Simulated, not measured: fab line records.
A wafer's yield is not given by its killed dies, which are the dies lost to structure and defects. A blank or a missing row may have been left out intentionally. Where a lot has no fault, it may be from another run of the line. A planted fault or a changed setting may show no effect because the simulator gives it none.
Matching of chambers    flow n5-finfet    N5_BEOL_M7_ALD_77 on ald-metal-01: 4 sister chambers
The step deposits TaN, target thk 2 nm, pulse time 2 s, purge time 3 s. 8 wafers are shown with their chamber, then 11 later ones without.

## EACH WAFER AND ITS CHAMBER
wafer   chamber  heater-power-w (W)  precursor-vessel-temp-c (C)
L086.6  3        434                 74.99
L088.1  2        433                 75.02
L088.2  0        424                 74.98
L088.4  1        424                 74.95
L094.2  1        423                 75.08
L094.3  3        432                 74.96
L094.5  2        440                 74.91
L091.2  0        428                 75.21

## WAFERS WITHOUT THEIR CHAMBER
wafer   heater-power-w (W)  precursor-vessel-temp-c (C)
L091.4  440                 74.89
L091.6  423                 75.07
L095.1  429                 74.91
L095.4  429                 74.74
L095.5  446                 75.05
L097.1  415                 74.83
L097.4  430                 75.08
L097.6  440                 74.97
L096.1  421                 74.95
L096.4  454                 75.00
L096.6  426                 75.01

## WHICH CHAMBER EACH WENT THROUGH
wafer   from the rows above                in truth
L091.4  can't be placed: 2 or 3            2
L091.6  can't be placed: 1 or 0            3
L095.1  can't be placed: 3 or 0 or 1 or 2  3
L095.4  can't be placed: 3 or 1 or 2 or 0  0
L095.5  can't be placed: 2 or 3            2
L097.1  can't be placed: 1 or 0            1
L097.4  can't be placed: 0 or 3 or 1 or 2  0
L097.6  can't be placed: 2 or 3            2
L096.1  can't be placed: 1 or 0            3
L096.4  can't be placed: 2 or 3            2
L096.6  can't be placed: 0 or 1 or 3       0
0 of 11 placed correctly. Unplaceable from these rows: 11, with the true chamber sitting among the candidates in 9. Placed wrongly: 0.
How it was worked out, from the rows above alone: a wafer's distance from a chamber is the root of the sum, over the readings, of the square of ((its reading less the chamber's mean) divided by the reading's scatter). If the next closest chamber is less than 2 further off than the closest, the wafer can't be placed; otherwise it belongs to the closest. For every chamber, the mean is computed from those of its wafers that are shown. The scatter: take each reading less its chamber's mean, square it, sum over the shown wafers, divide by the number of wafers less the number of chambers, and take the root.
